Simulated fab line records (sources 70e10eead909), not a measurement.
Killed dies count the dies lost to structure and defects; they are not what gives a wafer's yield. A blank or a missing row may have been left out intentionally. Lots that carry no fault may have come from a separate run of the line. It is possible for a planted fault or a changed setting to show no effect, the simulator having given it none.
Matching of chambers | flow nand harc | rie diel-11 running NHARC_P_M2_ETCH_35: 4 sister chambers
The step etches the open film in N2/H2, target depth 40 nm, overetch 12 nm, time 43.94 s. 22 wafers are shown with their chamber, then 11 later ones without.

## WAFERS PAIRED WITH THEIR CHAMBERS
wafer  | chamber | rf vpp V (V) | oes product au (a.u.) | rf fwd power W (W)
L075.3 | 2       | 427.9        | 1.018                 | 392.5
L075.4 | 0       | 425.8        | 1.003                 | 396.2
L075.6 | 3       | 434.4        | 0.992                 | 396.2
L079.1 | 1       | 431.0        | 1.026                 | 391.8
L079.2 | 3       | 433.7        | 0.995                 | 398.4
L079.6 | 2       | 427.6        | 1.011                 | 391.0
L085.1 | 3       | 435.1        | 0.980                 | 397.3
L085.4 | 0       | 427.4        | 1.010                 | 395.2
L085.6 | 3       | 434.9        | 0.996                 | 398.4
L086.1 | 3       | 435.6        | 1.005                 | 398.4
L086.5 | 2       | 427.5        | 1.005                 | 394.1
L086.6 | 3       | 435.1        | 1.002                 | 397.4
L087.1 | 2       | 426.3        | 0.999                 | 394.9
L087.3 | 1       | 429.9        | 1.021                 | 393.6
L087.4 | 3       | 435.5        | 0.996                 | 398.0
L089.1 | 2       | 427.3        | 1.000                 | 393.9
L089.5 | 3       | 434.8        | 0.989                 | 397.1
L089.6 | 0       | 426.0        | 1.002                 | 394.2
L090.4 | 2       | 427.1        | 0.996                 | 393.0
L090.5 | 0       | 425.2        | 1.004                 | 391.6
L090.6 | 1       | 430.0        | 1.013                 | 391.9
L091.1 | 3       | 434.1        | 0.994                 | 394.9

SIGNATURES, as means of the wafers listed above
reading        | chamber 0 | chamber 1 | chamber 2 | chamber 3 | scatter within a chamber
rf vpp V       | 426.100   | 430.300   | 427.283   | 434.800   | 0.669
oes product au | 1.00475   | 1.02000   | 1.00483   | 0.99433   | 0.00703
rf fwd power W | 394.300   | 392.433   | 393.233   | 397.344   | 1.38
Rule: distance of a wafer from a chamber = root of the sum over the readings of ((wafer's reading minus chamber's mean) / reading's scatter) squared. The wafer belongs to the nearest chamber; if the next one is less than 2 further off, it can't be placed. The scatter: the root of (the sum of the squares of (reading less its chamber's mean) over the shown wafers, divided by (wafers less chambers)).

## WAFERS WITH NO CHAMBER GIVEN
wafer  | rf vpp V (V) | oes product au (a.u.) | rf fwd power W (W)
L091.3 | 430.2        | 1.017                 | 391.1
L091.4 | 427.7        | 0.996                 | 389.8
L095.1 | 426.9        | 0.996                 | 393.3
L095.2 | 434.2        | 0.989                 | 394.7
L095.4 | 427.4        | 0.999                 | 391.3
L096.3 | 426.4        | 0.998                 | 390.8
L096.4 | 429.5        | 1.004                 | 392.9
L096.6 | 427.6        | 0.987                 | 394.7
L097.1 | 431.3        | 1.001                 | 391.3
L097.2 | 428.1        | 0.997                 | 391.0
L097.4 | 426.0        | 1.001                 | 392.0

## WHICH CHAMBER EACH WENT THROUGH
wafer  | from the rows above     | in truth
L091.3 | 1                       | 1
L091.4 | can't be placed: 2 or 0 | 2
L095.1 | can't be placed: 2 or 0 | 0
L095.2 | 3                       | 3
L095.4 | can't be placed: 2 or 0 | 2
L096.3 | can't be placed: 2 or 0 | 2
L096.4 | can't be placed: 1 or 2 | 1
L096.6 | can't be placed: 2 or 0 | 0
L097.1 | 1                       | 1
L097.2 | can't be placed: 2 or 0 | 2
L097.4 | can't be placed: 0 or 2 | 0
Placed correctly: 3 of 11. Unplaceable from these rows: 8, with the true chamber sitting among the candidates in 8. Number placed wrongly: 0.
